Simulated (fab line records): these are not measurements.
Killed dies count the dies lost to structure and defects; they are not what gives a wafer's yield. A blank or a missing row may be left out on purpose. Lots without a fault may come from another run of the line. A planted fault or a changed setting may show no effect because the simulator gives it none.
Split-lot study | flow n5Finfet | on a route of 1938 steps: 7 lots, 39 wafers read

== THE SPLIT ITSELF ==
At N5_FIN_CUT_EXPOSE_05 (exposes mask FIN CUT), the setting doseMj was moved away from the recipe's 45.75 on 12 of the 39 wafers read, by -5.7% to +7.5%. For the rest of the wafers, this setting stayed at what the recipe calls for.

== FROM THE SPLIT TO THE READING: what the file shows between them, 2 steps ==
- N5_FIN_CUT_PEB_06: peb time 60 s
- N5_FIN_CUT_DEVELOP_07: develop time 30 s

== THE READING ==
cdNm at N5_FIN_CUT_CD_MEAS_08, given in nm (cd target 29.1 nm). Typical for fault-free wafers on this fab line: 29.08 nm, with standard deviation 0.23 nm.

wafer  | tool, chamber at the split | doseMj as run | against the recipe | cdNm, nm | against lot-mates on the recipe
L080.1 | euvScanner-02, 0           | 49.18         | +7.5%              | 30.55    | +1.39
L080.2 | euvScanner-02, 0           | 49.18         | +7.5%              | 30.13    | +0.97
L080.3 | euvScanner-02, 0           | 45.75         | recipe             | 29.22    | -
L080.4 | euvScanner-02, 0           | 45.75         | recipe             | 29.25    | -
L080.5 | euvScanner-02, 0           | 45.75         | recipe             | 29.00    | -
L080.6 | euvScanner-02, 0           | 49.18         | +7.5%              | 30.46    | +1.30
L084.1 | euvScanner-02, 0           | 43.16         | -5.7%              | 27.68    | -1.52
L084.2 | euvScanner-02, 0           | 43.16         | -5.7%              | 28.14    | -1.06
L084.3 | euvScanner-02, 0           | 45.75         | recipe             | 29.58    | -
L084.4 | euvScanner-02, 0           | 45.75         | recipe             | 29.22    | -
L084.5 | euvScanner-02, 0           | 45.75         | recipe             | 28.79    | -
L084.6 | euvScanner-02, 0           | 43.16         | -5.7%              | 28.20    | -1.00
L086.1 | euvScanner-01, 0           | 45.75         | recipe             | 28.82    | -
L086.2 | euvScanner-01, 0           | 45.75         | recipe             | 29.03    | -
L086.3 | euvScanner-01, 0           | 45.75         | recipe             | 29.53    | -
L086.4 | euvScanner-01, 0           | 45.75         | recipe             | 29.21    | -
L086.5 | euvScanner-01, 0           | 45.75         | recipe             | 29.07    | -
L086.6 | euvScanner-01, 0           | 45.75         | recipe             | 29.28    | -
L089.3 | euvScanner-02, 0           | 45.75         | recipe             | 29.20    | -
L089.4 | euvScanner-02, 0           | 45.75         | recipe             | 29.31    | -
L089.6 | euvScanner-02, 0           | 45.75         | recipe             | 28.56    | -
L091.1 | euvScanner-02, 0           | 45.75         | recipe             | 28.68    | -
L091.2 | euvScanner-02, 0           | 48.53         | +6.1%              | 30.31    | +1.24
L091.3 | euvScanner-02, 0           | 45.75         | recipe             | 29.40    | -
L091.4 | euvScanner-02, 0           | 48.53         | +6.1%              | 30.19    | +1.12
L091.5 | euvScanner-02, 0           | 45.75         | recipe             | 29.12    | -
L091.6 | euvScanner-02, 0           | 48.53         | +6.1%              | 30.23    | +1.16
L092.1 | euvScanner-02, 0           | 45.75         | recipe             | 28.98    | -
L092.2 | euvScanner-02, 0           | 45.75         | recipe             | 29.10    | -
L092.3 | euvScanner-02, 0           | 45.75         | recipe             | 29.18    | -
L092.4 | euvScanner-02, 0           | 45.75         | recipe             | 29.06    | -
L092.5 | euvScanner-02, 0           | 45.75         | recipe             | 28.54    | -
L092.6 | euvScanner-02, 0           | 45.75         | recipe             | 28.74    | -
L093.1 | euvScanner-02, 0           | 43.22         | -5.5%              | 27.91    | -1.30
L093.2 | euvScanner-02, 0           | 43.22         | -5.5%              | 28.53    | -0.68
L093.3 | euvScanner-02, 0           | 45.75         | recipe             | 29.57    | -
L093.4 | euvScanner-02, 0           | 45.75         | recipe             | 28.90    | -
L093.5 | euvScanner-02, 0           | 45.75         | recipe             | 29.17    | -
L093.6 | euvScanner-02, 0           | 43.22         | -5.5%              | 28.15    | -1.06

FIT RESULTS
A straight line over all 39 wafers: cdNm changes by +0.178 nm for each +1% of doseMj; r = +0.92; the points scatter about the line by 0.26 nm.
The same after taking each lot's own level away (the mean of its wafers on the recipe; 39 wafers): +0.184 nm for each +1%; r = +0.93; scatter 0.25 nm.
The reading moves by 1.4 nm for the largest change in doseMj, on that fit.
The span of the lots' own levels, 28.933 to 29.213 nm, comes to 1.2 times the standard deviation stated above.
So the lot-to-lot level changes the slope little: the two slopes agree.
Check: for one of the wafers moved furthest among these (+7.5%), held out of the fit, the line's prediction against its lot-mates is +1.36 nm. Against them it came out at +1.39 nm.

== FURTHER SPLITS ON THESE WAFERS ==
Note: prior to the reading, these wafers also went through further splits. Each is held against what the fit with the lots' levels taken away leaves over:
other split on the same wafers           | wafers away from the commonest value | r with cdNm (lot level and that fit taken away)
N5_FIN_SAQP_MANDREL_ETCH_22 targetDepthA | 15                                   | +0.09

== THE WHOLE CHAIN: every reading that the file lists as answering this split, in the file's order ==
step                  | what it does                                                | reading                                                             | change (the file's fit)               | r (the file's)
N5_FIN_CUT_CD_MEAS_08 | target cd 29.1 nm                                           | cdNm                                                                | +0.184 nm for each +1% of the setting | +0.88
N5_FIN_CUT_ETCH_30    | etches underlayer in N2/H2, target depth 13 nm, time 10.4 s | FIN_CUT.cdOffsetNm (the simulator's own value, which no gauge read) | +0.178 nm for each +1% of the setting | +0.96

== THE FILE'S OWN FIT ==
cdNm changes by +0.184 nm for each +1% of doseMj, r = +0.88.
